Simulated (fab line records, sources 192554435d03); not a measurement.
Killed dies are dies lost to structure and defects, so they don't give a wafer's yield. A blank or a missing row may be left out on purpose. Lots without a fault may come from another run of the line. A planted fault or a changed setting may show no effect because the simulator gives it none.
Chamber matching | flow n5_finfet | N5_GATE_CUT_CMP_61 on cmp-04: 4 sister chambers
The step polishes, stops on SiNx, t overpolish 3 s. 8 wafers are shown with their chamber, then 7 later ones without.

WAFERS WITH THEIR CHAMBER
wafer  | chamber | motor_current_A (A)
L075.3 | 0       | 9.8
L079.4 | 3       | 13.5
L079.6 | 1       | 12.6
L088.2 | 1       | 12.2
L088.5 | 3       | 13.1
L088.6 | 2       | 11.8
L089.2 | 0       | 10.3
L089.4 | 2       | 11.6

WAFERS WITHOUT THEIR CHAMBER
wafer  | motor_current_A (A)
L089.5 | 9.7
L090.2 | 13.4
L090.3 | 9.6
L090.4 | 11.2
L091.3 | 10.0
L091.4 | 11.3
L091.6 | 12.3

WHICH CHAMBER EACH WENT THROUGH
wafer  | from the rows above     | in truth
L089.5 | 0                       | 0
L090.2 | 3                       | 3
L090.3 | 0                       | 0
L090.4 | 2                       | 2
L091.3 | 0                       | 0
L091.4 | 2                       | 2
L091.6 | can't be placed: 1 or 2 | 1
Placed correctly: 6 of 7. Can't be placed from these rows: 1 (the true chamber is among the candidates in 1). Placed wrongly: 0.
How it was worked out, from the rows above alone: a wafer's distance from a chamber is the root of the sum, over the readings, of the square of ((its reading less the chamber's mean) divided by the reading's scatter). The wafer belongs to the nearest chamber; if the next one is less than 2 further off, it can't be placed. A chamber's mean is the mean of its shown wafers. The scatter: the root of (the sum of the squares of (reading less its chamber's mean) over the shown wafers, divided by (wafers less chambers)).
